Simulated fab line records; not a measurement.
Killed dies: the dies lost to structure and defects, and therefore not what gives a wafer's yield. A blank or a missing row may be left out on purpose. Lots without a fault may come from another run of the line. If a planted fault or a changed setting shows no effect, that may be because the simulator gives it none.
Matching of chambers :: flow n5-finfet :: rie-diel-04 running N5_BEOL_M10_STRIP_36: 4 sister chambers
The step strips in N2/H2. 8 wafers are shown with their chamber, then 7 later ones without.

== WAFERS, EACH WITH ITS CHAMBER ==
wafer: L083.4
chamber: 2
showerhead-plenum-p-Torr (Torr): 2.53
oes-product-au (a.u.): 0.72

wafer: L084.4
chamber: 1
showerhead-plenum-p-Torr (Torr): 2.59
oes-product-au (a.u.): 0.90

wafer: L084.6
chamber: 3
showerhead-plenum-p-Torr (Torr): 2.51
oes-product-au (a.u.): 0.73

wafer: L085.2
chamber: 1
showerhead-plenum-p-Torr (Torr): 2.59
oes-product-au (a.u.): 0.92

wafer: L085.4
chamber: 2
showerhead-plenum-p-Torr (Torr): 2.53
oes-product-au (a.u.): 0.73

wafer: L085.5
chamber: 0
showerhead-plenum-p-Torr (Torr): 2.61
oes-product-au (a.u.): 0.99

wafer: L087.1
chamber: 0
showerhead-plenum-p-Torr (Torr): 2.60
oes-product-au (a.u.): 0.98

wafer: L087.2
chamber: 3
showerhead-plenum-p-Torr (Torr): 2.51
oes-product-au (a.u.): 0.70

== WAFERS WITH NO CHAMBER GIVEN ==
wafer: L087.3
showerhead-plenum-p-Torr (Torr): 2.59
oes-product-au (a.u.): 0.90

wafer: L090.3
showerhead-plenum-p-Torr (Torr): 2.51
oes-product-au (a.u.): 0.71

wafer: L090.4
showerhead-plenum-p-Torr (Torr): 2.52
oes-product-au (a.u.): 0.71

wafer: L090.6
showerhead-plenum-p-Torr (Torr): 2.52
oes-product-au (a.u.): 0.70

wafer: L096.3
showerhead-plenum-p-Torr (Torr): 2.59
oes-product-au (a.u.): 0.92

wafer: L096.4
showerhead-plenum-p-Torr (Torr): 2.58
oes-product-au (a.u.): 0.87

wafer: L096.6
showerhead-plenum-p-Torr (Torr): 2.60
oes-product-au (a.u.): 0.93

== WHICH CHAMBER EACH ONE RAN IN ==
wafer: L087.3
from the rows above: 1
in truth: 1

wafer: L090.3
from the rows above: 3
in truth: 3

wafer: L090.4
from the rows above: can't be placed: 3 or 2
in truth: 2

wafer: L090.6
from the rows above: can't be placed: 3 or 2
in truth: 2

wafer: L096.3
from the rows above: 1
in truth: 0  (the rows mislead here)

wafer: L096.4
from the rows above: 1
in truth: 1

wafer: L096.6
from the rows above: can't be placed: 1 or 0
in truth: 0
Placed correctly: 3 of 7. Cannot be placed on the basis of these rows: 3; the candidates contain the true chamber in 3. 1 placed wrongly.
How it was worked out, from the rows above alone: a wafer's distance from a chamber is the root of the sum, over the readings, of the square of ((its reading less the chamber's mean) divided by the reading's scatter). The wafer belongs to the nearest chamber; if the next one is less than 2 further off, it can't be placed. A chamber's mean is the mean of its shown wafers. The scatter: take each reading less its chamber's mean, square it, sum over the shown wafers, divide by the number of wafers less the number of chambers, and take the root.
